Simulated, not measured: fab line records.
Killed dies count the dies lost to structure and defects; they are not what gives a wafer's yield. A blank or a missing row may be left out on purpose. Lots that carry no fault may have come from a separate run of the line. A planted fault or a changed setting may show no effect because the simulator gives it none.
8D (eight disciplines) problem report, filled in by code ; flow nandHarc ; the parts of the form that need people (team, actions taken, sign-off) are left out

== 1. THE PROBLEM ==
rawDefectCount at NHARC_A_M1_INSPECT_11 reads a mean of 987 on 2 wafers of 2 lots; wafers without a fault read 93 with a standard deviation of 36. Relative to the usual mean, that is a shift of +25 standard deviations.
Seen first at day 25 10:16 on defectInspect-02, wafer L322.6. At this step, 36 wafers from 12 lots have a number in the record. By rule, "out" or "out of limits" means more than 4 standard deviations away from the usual mean. All remaining wafers that have a number are taken as sound.

== 2. WHAT IT IS; WHAT IT IS NOT ==
question;is;is not
which readings at this step;rawDefectCount;-
which lots;L322, L325;L315, L316, L317, L328, L330, L331, L332, L335, L337, L338
which wafers of those lots;L322.6, L325.2;L322.1, L322.4, L325.1, L325.4
read on which gauges;defectInspect-01, defectInspect-02;-
when;from day 25 10:16;"up to then (11 sound wafers); but 23 sound wafers of L325, L328, L330, L331, L332, L335, L337, L338 came after"

== 3. SUSPECTS, AND WHAT RULES EACH OUT ==
Counting: if a tool at a process step up to the reading ran every lot that is out, it stays a suspect. Sound lots after the first of them don't rule it out here, since some wafers of a struck lot are sound.
- the gauge at NHARC_A_M1_INSPECT_11 has been ruled out. Those wafers that are out were read across 2 gauges (defectInspect-01, defectInspect-02).
- cmp-03 at NHARC_A_M0_CMP_23 (polishes, t overpolish 20 s, target thk 113.75 nm): kept. It ran every lot that is out, first L322 (day 25 08:19); its last sound lot up to then is L317 (day 22 20:52).
- pecvd-04 at NHARC_A_M1_DEP_00 (deposits SiOC, target thk 182.5 nm): kept. It ran every lot that is out, first L322 (day 25 09:24); its last sound lot up to then is L317 (day 22 21:55).
The count leaves pecvd-04 at NHARC_A_M1_DEP_00 and cmp-03 at NHARC_A_M0_CMP_23.

== 4. THE CAUSE (what the simulator had put in) ==
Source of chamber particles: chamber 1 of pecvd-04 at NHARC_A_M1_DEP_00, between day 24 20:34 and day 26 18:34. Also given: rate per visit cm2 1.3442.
Counting left 2 suspects, and this tool is among them.

== 5. THE CHAIN OF EFFECTS, in route order ==
Each row: a reading whose mean over the struck wafers that have a number lies more than 3 standard deviations from the usual. Readings are gone through only where the record gives a usual standard deviation; hours: the median, over the lots, of the time from a lot's start at the first step in this table giving one to that lot's start at this step; sigmas: the change measured in usual standard deviations.
hours;step;reading;usual;on struck wafers;change;sigmas
0;NHARC_A_M1_INSPECT_11;rawDefectCount;93;987;+894;+25
42;NHARC_END_SORT_01;defectLimitedYield;90.1 %;73.3;-16.8;-6.7
42;NHARC_END_SORT_01;killedAtArray;62;178;+116;+6.4
42;NHARC_END_SORT_01;killedDies;67;180;+114;+6.7

== 6. HOW IT WOULD HAVE BEEN CAUGHT EARLIER ==
The first out-of-limits reading at a measuring or inspecting step in this record came at day 25 10:16, 14 hours after the fault's start at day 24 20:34.
Among the 2 lots that are out, L325 began NHARC_A_M1_DEP_00 on pecvd-04 after day 25 10:16. A hold on the tool at that time would have spared it.
